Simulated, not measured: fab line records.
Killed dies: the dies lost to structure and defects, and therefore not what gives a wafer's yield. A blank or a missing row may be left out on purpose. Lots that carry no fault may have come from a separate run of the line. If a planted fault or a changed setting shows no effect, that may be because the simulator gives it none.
Matching of chambers | flow n5 finfet | 4 sister chambers for N5_BEOL_M10_ETCH_62 on rie diel-05
The step etches SOC in N2/H2, target depth 110 nm, overetch 22 nm, time 165 s. 14 wafers are shown with their chamber, then 7 later ones without.

WAFERS WITH THEIR CHAMBER
wafer  | chamber | showerhead plenum p Torr (Torr) | throttle valve pct (%) | oes product au (a.u.)
L075.2 | 0       | 2.57                            | 17.32                  | 0.71
L075.4 | 2       | 2.45                            | 17.45                  | 0.66
L075.5 | 1       | 2.48                            | 17.62                  | 0.77
L081.1 | 1       | 2.47                            | 17.66                  | 0.74
L081.3 | 3       | 2.61                            | 17.93                  | 0.60
L081.6 | 2       | 2.44                            | 17.48                  | 0.64
L083.3 | 2       | 2.44                            | 17.50                  | 0.65
L083.4 | 3       | 2.61                            | 17.93                  | 0.59
L083.6 | 2       | 2.44                            | 17.50                  | 0.65
L085.1 | 0       | 2.56                            | 17.37                  | 0.69
L085.4 | 1       | 2.47                            | 17.67                  | 0.72
L085.6 | 3       | 2.61                            | 17.93                  | 0.58
L091.4 | 0       | 2.56                            | 17.36                  | 0.68
L091.5 | 1       | 2.47                            | 17.71                  | 0.72

SIGNATURES, as means of the wafers listed above
reading                  | chamber 0 | chamber 1 | chamber 2 | chamber 3 | scatter within a chamber
showerhead plenum p Torr | 2.5633    | 2.4725    | 2.4425    | 2.6100    | 0.00465
throttle valve pct       | 17.3500   | 17.6650   | 17.4825   | 17.9300   | 0.0268
oes product au           | 0.6933    | 0.7375    | 0.6500    | 0.5900    | 0.0159
Rule: for a wafer and a chamber, the distance is found by dividing, reading by reading, the gap between the wafer's reading and the chamber's mean by the reading's scatter, squaring, summing and taking the root. If the next closest chamber is less than 2 further off than the closest, the wafer can't be placed; otherwise it belongs to the closest. The scatter: take each reading less its chamber's mean, square it, sum over the shown wafers, divide by the number of wafers less the number of chambers, and take the root.

WAFERS WHOSE CHAMBER IS MISSING
wafer  | showerhead plenum p Torr (Torr) | throttle valve pct (%) | oes product au (a.u.)
L091.6 | 2.44                            | 17.53                  | 0.64
L096.1 | 2.43                            | 17.55                  | 0.63
L096.5 | 2.46                            | 17.73                  | 0.71
L096.6 | 2.43                            | 17.54                  | 0.63
L097.1 | 2.46                            | 17.73                  | 0.71
L097.2 | 2.55                            | 17.38                  | 0.67
L097.6 | 2.60                            | 17.98                  | 0.58

EACH ONE'S CHAMBER
wafer  | from the rows above | in truth
L091.6 | 2                   | 2
L096.1 | 2                   | 2
L096.5 | 1                   | 1
L096.6 | 2                   | 2
L097.1 | 1                   | 1
L097.2 | 0                   | 0
L097.6 | 3                   | 3
Placed correctly: 7 of 7. Number that these rows cannot place: 0. 0 placed wrongly.
